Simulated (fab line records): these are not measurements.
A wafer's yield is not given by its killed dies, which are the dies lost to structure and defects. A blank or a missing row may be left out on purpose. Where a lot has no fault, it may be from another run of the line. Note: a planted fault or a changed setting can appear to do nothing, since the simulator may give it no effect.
Which tool is to blame? ; flow nand_harc ; Sampling: 11 lots, 33 wafers, 6 of 1302 route steps

## WHAT THE GAUGES SHOWED, per wafer
NHARC_P_M2_THK_MEAS_24: measures by xrf. Usual: thk_nm reads 144.4 nm (standard deviation 1.6).
lot;measured;on;thk_nm (nm);flag
L826;day 7 04:26;film_metro-01;140.9 146.2 142.5;
L829;day 8 15:13;film_metro-02;145.4 144.9 142.2;
L830;day 8 20:43;film_metro-02;145.9 143.9 143.7;
L831;day 9 12:49;film_metro-01;145.9 145.0 145.2;
L834;day 10 12:41;film_metro-01;145.5 144.3 144.0;
L835;day 11 00:37;film_metro-02;143.9 142.6 144.6;
L836;day 11 11:08;film_metro-01;145.5 146.3 144.4;
L844;day 14 12:46;film_metro-01;143.8 144.1 142.6;
L845;day 15 07:34;film_metro-02;145.6 144.4 146.7;
L846;day 15 15:06;film_metro-02;145.2 146.2 143.4;
L847;day 16 00:14;film_metro-02;143.2 142.5 143.6;

NHARC_P_BONDPAD_THK_MEAS_33: measures by ellipsometry. Usual: thk_nm reads 200.0 nm (standard deviation 1.4).
lot;measured;on;thk_nm (nm);flag
L826;day 7 05:49;film_metro-01;200.9 198.8 202.3;
L829;day 8 16:35;film_metro-01;200.5 202.0 202.4;
L830;day 8 22:05;film_metro-01;198.2 201.6 199.4;
L831;day 9 14:11;film_metro-01;201.8 200.0 199.4;
L834;day 10 14:04;film_metro-01;199.5 198.6 200.1;
L835;day 11 02:00;film_metro-02;201.0 202.6 203.1;
L836;day 11 12:30;film_metro-02;197.3 201.6 201.9;
L844;day 14 14:11;film_metro-02;246.7 244.5 248.7;OFF
L845;day 15 08:56;film_metro-02;247.0 261.2 253.1;OFF
L846;day 15 16:39;film_metro-01;243.6 250.7 249.7;OFF
L847;day 16 01:37;film_metro-01;197.5 199.7 200.9;

NHARC_END_SORT_01. Usual: defect_limited_yield 91.5 %, standard deviation 2.9; killed_at_array 53, standard deviation 20; killed_at_other 1, standard deviation 1.2; killed_at_periphery 3.7, standard deviation 2.6; killed_dies 58, standard deviation 20; killed_open 3.5, standard deviation 1.8; killed_short 2.4, standard deviation 1.7; sort_bin_2_pct 3.1 %, standard deviation 1.3; sort_bin_3_pct 0.6 %, standard deviation 0.4; sort_bin_4_pct 4.9 %, standard deviation 1.7; sort_n_pass 619, standard deviation 20; sort_rim_yield_pct 92 %, standard deviation 4; sort_yield_pct 91.5 %, standard deviation 2.9.
lot;measured;on;defect_limited_yield (%);killed_at_array;killed_at_other;killed_at_periphery;killed_dies;killed_open;killed_short;sort_bin_2_pct (%);sort_bin_3_pct (%);sort_bin_4_pct (%);sort_n_pass;sort_rim_yield_pct (%);sort_yield_pct (%);flag
L826;day 24 22:47;prober-02;88.0 86.7 88.3;81 87 77;0 2 1;0 1 1;81 90 79;2 2 6;1 2 0;5.3 5.5 5.3;0.6 1.0 1.3;6.1 6.8 5.0;596 587 598;95 95 92;88.0 86.7 88.3;
L829;day 26 02:25;prober-02;91.3 92.2 91.7;53 46 49;3 2 3;3 5 4;59 53 56;1 2 6;3 6 1;3.5 2.2 2.2;0.9 0.7 0.7;4.3 4.9 5.3;618 624 621;95 96 95;91.3 92.2 91.7;
L830;day 26 22:41;prober-02;94.7 95.9 95.4;32 26 25;3 0 1;1 2 5;36 28 31;6 3 3;1 3 2;1.9 1.5 1.2;0 0 0.1;3.4 2.7 3.2;641 649 646;97 93 92;94.7 95.9 95.4;
L831;day 27 22:25;prober-01;89.5 91.6 93.5;58 49 38;1 1 2;12 7 4;71 57 44;8 7 4;5 1 3;4.0 3.0 2.2;1.2 0.4 0.4;5.3 5.0 3.8;606 620 633;88 87 90;89.5 91.6 93.5;
L834;day 28 06:58;prober-02;90.7 91.0 90.0;59 53 61;1 1 4;3 7 3;63 61 68;4 1 2;0 0 3;2.8 3.2 3.7;0.3 0.4 0.6;6.2 5.3 5.8;614 616 609;92 98 91;90.7 91.0 90.0;
L835;day 29 04:59;prober-02;90.3 91.7 89.7;60 52 60;0 0 0;6 4 10;66 56 70;3 5 3;5 0 3;3.8 4.1 3.4;0.6 0.4 0.3;5.3 3.7 6.6;611 621 607;92 91 88;90.3 91.7 89.7;
L836;day 29 06:35;prober-01;87.9 89.2 85.8;77 62 91;0 4 0;5 7 5;82 73 96;2 1 6;5 5 3;5.5 4.7 5.3;1.3 0.7 0.9;5.3 5.3 8.0;595 604 581;91 89 92;87.9 89.2 85.8;
L844;day 32 20:22;prober-01;0 0 0;52 66 52;0 1 0;625 610 625;677 677 677;4 5 1;3 2 3;94.7 93.6 94.5;0.9 0.6 0.7;4.4 5.8 4.7;0 0 0;0 0 0;0 0 0;OFF
L845;day 33 05:23;prober-02;0 0 0;25 32 25;6 0 1;646 645 651;677 677 677;5 7 3;2 0 5;96.0 96.0 96.3;0.4 0.4 0.1;3.5 3.5 3.5;0 0 0;0 0 0;0 0 0;OFF
L846;day 34 00:17;prober-02;0 0 0;33 36 68;0 0 1;644 641 608;677 677 677;1 3 4;1 3 4;96.3 96.3 92.8;0.4 0.1 1.0;3.2 3.5 6.2;0 0 0;0 0 0;0 0 0;OFF
L847;day 33 05:26;prober-01;89.8 91.1 92.8;56 55 42;2 1 0;11 4 7;69 60 49;5 4 4;2 0 1;3.7 3.8 2.2;1.0 0.6 0.3;5.5 4.4 4.7;608 617 628;86 94 89;89.8 91.1 92.8;

## EACH LOT AND THE TOOL THAT RAN IT (in order: tool; ch and the chambers of the sampled wafers; start)
lot;NHARC_P_M2_STRIP_18;NHARC_P_M2_PRE_CLEAN_30;NHARC_P_BONDPAD_CMP_32
L826;rie_diel-08 ch 0,3, day 7 02:23;pvd_sputter-01, day 7 04:26 or earlier;cmp-04 ch 1,2, day 7 05:35
L829;rie_diel-02 ch 1,2, day 8 13:13;pvd_sputter-03, day 8 15:13 or earlier;cmp-02 ch 1,2, day 8 16:22
L830;rie_diel-08 ch 1,2,3, day 8 18:44;pvd_sputter-02, day 8 20:43 or earlier;cmp-02 ch 0,3, day 8 21:52
L831;rie_diel-08 ch 0,3, day 9 10:47;pvd_sputter-02, day 9 12:49 or earlier;cmp-03 ch 0,2,3, day 9 13:56
L834;rie_diel-08 ch 0,1,2, day 10 10:35;pvd_sputter-03, day 10 12:41 or earlier;cmp-03 ch 1,2, day 10 13:49
L835;rie_diel-02 ch 0,2, day 10 22:35;pvd_sputter-03, day 11 00:37 or earlier;cmp-04 ch 0,2,3, day 11 01:46
L836;rie_diel-02 ch 0,1, day 11 09:07;pvd_sputter-03, day 11 11:08 or earlier;cmp-04 ch 0,3, day 11 12:15
L844;rie_diel-08 ch 0,2,3, day 14 10:46;pvd_sputter-03, day 14 12:46 or earlier;cmp-03 ch 0,1,2, day 14 13:56
L845;rie_diel-02 ch 0,3, day 15 05:29;pvd_sputter-01, day 15 07:34 or earlier;cmp-04 ch 0,2,3, day 15 08:43
L846;rie_diel-08 ch 0,1, day 15 13:03;pvd_sputter-02, day 15 15:06 or earlier;cmp-03 ch 1,3, day 15 16:25
L847;rie_diel-09 ch 0,3, day 15 22:13;pvd_sputter-01, day 16 00:14 or earlier;cmp-04 ch 0,1, day 16 01:22
- NHARC_P_M2_STRIP_18: strips in N2/H2.
- NHARC_P_M2_PRE_CLEAN_30: time 30 s.
- NHARC_P_BONDPAD_CMP_32: polishes SiCN, target thk 200 nm.

## WHAT THE TOOLS THEMSELVES READ (means of the sampled wafers that have a number; where no wafer has one, the mark that the record gives instead)
NHARC_P_M2_STRIP_18. Usual: drypump_motor_current_A 6.0 A, standard deviation 0.54; oes_product_au 1.000 a.u., standard deviation 0.01; rf_vpp_V 90.8 V, standard deviation 1; showerhead_plenum_p_Torr 2.05 Torr, standard deviation 0.091; throttle_valve_pct 14.172 %, standard deviation 0.0095.
lot;tool;drypump_motor_current_A (A);oes_product_au (a.u.);rf_vpp_V (V);showerhead_plenum_p_Torr (Torr);throttle_valve_pct (%);flag
L826;rie_diel-08;6.3;1.002;91.3;2.07;14.173;
L829;rie_diel-02;5.7;0.986;89.4;1.92;14.172;
L830;rie_diel-08;5.9;0.996;91.3;2.12;14.178;
L831;rie_diel-08;6.3;1.009;90.9;2.07;14.167;
L834;rie_diel-08;6.2;1.001;90.6;2.12;14.175;
L835;rie_diel-02;5.4;1.006;89.9;1.95;14.167;
L836;rie_diel-02;6.0;1.001;90.0;1.97;14.164;
L844;rie_diel-08;5.9;1.009;90.6;2.11;14.177;
L845;rie_diel-02;5.3;1.002;91.3;2.09;14.171;
L846;rie_diel-08;6.5;1.001;91.2;2.09;14.172;
L847;rie_diel-09;6.0;0.998;89.7;1.94;14.167;

NHARC_P_M2_PRE_CLEAN_30. Usual: heater_power_w 408 W, standard deviation 41; susceptor_temp_C 279.99 C, standard deviation 0.18.
lot;tool;heater_power_w (W);susceptor_temp_C (C);flag
L826;pvd_sputter-01;403;280.04;
L829;pvd_sputter-03;446;279.92;
L830;pvd_sputter-02;359;-;OFF
L831;pvd_sputter-02;416;280.09;
L834;pvd_sputter-03;453;279.75;
L835;pvd_sputter-03;433;280.09;
L836;pvd_sputter-03;404;279.84;
L844;pvd_sputter-03;437;279.89;
L845;pvd_sputter-01;411;280.14;
L846;pvd_sputter-02;382;-;OFF
L847;pvd_sputter-01;416;280.12;

NHARC_P_BONDPAD_CMP_32. Usual: edge_zone_pressure_frac 0.999, standard deviation 0.0052; motor_current_A 11.7 A, standard deviation 1.2.
lot;tool;edge_zone_pressure_frac;motor_current_A (A);flag
L826;cmp-04;1.004;10.2;
L829;cmp-02;0.999;11.3;
L830;cmp-02;0.994;12.0;
L831;cmp-03;0.999;11.8;
L834;cmp-03;0.998;11.6;
L835;cmp-04;1.002;11.6;
L836;cmp-04;0.999;12.8;
L844;cmp-03;-;-;OFF
L845;cmp-04;-;-;OFF
L846;cmp-03;-;-;OFF
L847;cmp-04;0.997;11.8;

## THE ANSWER, worked out from the rows above alone
Rule: a lot is off if the mean of its wafers that have a number lies more than 3 standard deviations from the usual mean. A lot without any number at a reading at which 4 lots or more have one is off too. Any other lot the step has rows for is counted as sound. After the gauges, taken in route order, come the tools' own readings; for these a lot's mean is taken, as printed above. At the first step where some lot is off, the reading lying furthest off is the one used; lots without a number count as furthest.
Off: L844, L845, L846, at NHARC_P_BONDPAD_THK_MEAS_33 (thk_nm).
A tool fits if, at a process step before that reading, it ran every lot that is off, and no sound lot after the first of them. Not tried: the gauges at NHARC_P_BONDPAD_THK_MEAS_33; whatever is off there is also off at NHARC_END_SORT_01, on other tools, and gauge error can't account for it. NHARC_P_M2_PRE_CLEAN_30 gives no start for some lots, so the hours and the order of its lots are those of NHARC_P_M2_THK_MEAS_24. No candidate that was tried fits.

## WHAT THE SIMULATOR PUT IN
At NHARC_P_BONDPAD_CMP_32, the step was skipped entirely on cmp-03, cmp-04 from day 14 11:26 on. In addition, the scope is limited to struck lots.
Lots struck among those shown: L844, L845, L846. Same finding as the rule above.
